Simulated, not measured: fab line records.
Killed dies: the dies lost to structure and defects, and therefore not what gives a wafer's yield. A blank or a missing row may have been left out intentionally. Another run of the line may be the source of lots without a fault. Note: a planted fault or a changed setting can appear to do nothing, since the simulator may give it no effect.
Which tool is to blame? || flow nand_harc || 18 wafers from 6 lots sampled at 3 of the route's 1302 steps

== WHAT THE GAUGES READ, wafer by wafer ==
NHARC_A_SIN_REMOVE_INSPECT_04.
{"lot": "L326", "measured": "day 21 05:13", "on": "defect_inspect-01", "raw_defect_count": "321 281 230"}
{"lot": "L328", "measured": "day 22 00:32", "on": "defect_inspect-02", "raw_defect_count": "323 402 315"}
{"lot": "L332", "measured": "day 23 14:26", "on": "defect_inspect-01", "raw_defect_count": "429 467 398"}
{"lot": "L335", "measured": "day 24 21:03", "on": "defect_inspect-02", "raw_defect_count": "366 403 381"}
{"lot": "L340", "measured": "day 26 16:58", "on": "defect_inspect-02", "raw_defect_count": "449 317 404"}
{"lot": "L346", "measured": "day 30 01:35", "on": "defect_inspect-02", "raw_defect_count": "295 306 643"}

== WHICH TOOL RAN EACH LOT (tool, then ch and the chambers of the sampled wafers, then the start) ==
{"lot": "L326", "NHARC_A_SLIT_DEP_00": "acl_dep-03 ch 0, day 20 09:39", "NHARC_A_SLIT_ETCH_26": "har_etch-02 ch 0,1, day 20 21:15"}
{"lot": "L328", "NHARC_A_SLIT_DEP_00": "acl_dep-01 ch 0, day 21 08:09", "NHARC_A_SLIT_ETCH_26": "har_etch-02 ch 0,1, day 21 16:28"}
{"lot": "L332", "NHARC_A_SLIT_DEP_00": "acl_dep-01 ch 0, day 22 20:39", "NHARC_A_SLIT_ETCH_26": "har_etch-01 ch 0,1, day 23 06:25"}
{"lot": "L335", "NHARC_A_SLIT_DEP_00": "acl_dep-03 ch 0, day 24 05:15", "NHARC_A_SLIT_ETCH_26": "har_etch-02 ch 0,1, day 24 14:07"}
{"lot": "L340", "NHARC_A_SLIT_DEP_00": "acl_dep-01 ch 0, day 25 23:17", "NHARC_A_SLIT_ETCH_26": "har_etch-02 ch 0,1, day 26 08:53"}
{"lot": "L346", "NHARC_A_SLIT_DEP_00": "acl_dep-01 ch 0, day 29 07:20", "NHARC_A_SLIT_ETCH_26": "har_etch-01 ch 0,1, day 29 16:55"}
- NHARC_A_SLIT_DEP_00: deposits aC, target thk 6200 nm.
- NHARC_A_SLIT_ETCH_26: etches the open film in C4F8/O2/Ar, time 90 s, target depth 400 nm.

== THE ANSWER, worked out from the rows above alone ==
Rule: usual is defined by the lots themselves. The widest of any qualifying gaps counts: lots, ordered by their means at a reading, are off when they make up no more than a third of the lots, leave a main group of 4 or more, and stand apart from it by 3 or more times the standard deviation of that group's means. Not used: any main group whose means are identical at the precision the tables above print for the reading. Also off: a lot with no number at a reading for which 4 or more lots have one. Any other lot the step has rows for is counted as sound.
None of the lots is off at any reading shown; this tells nothing.

== WHAT THE SIMULATOR HAD PUT IN ==
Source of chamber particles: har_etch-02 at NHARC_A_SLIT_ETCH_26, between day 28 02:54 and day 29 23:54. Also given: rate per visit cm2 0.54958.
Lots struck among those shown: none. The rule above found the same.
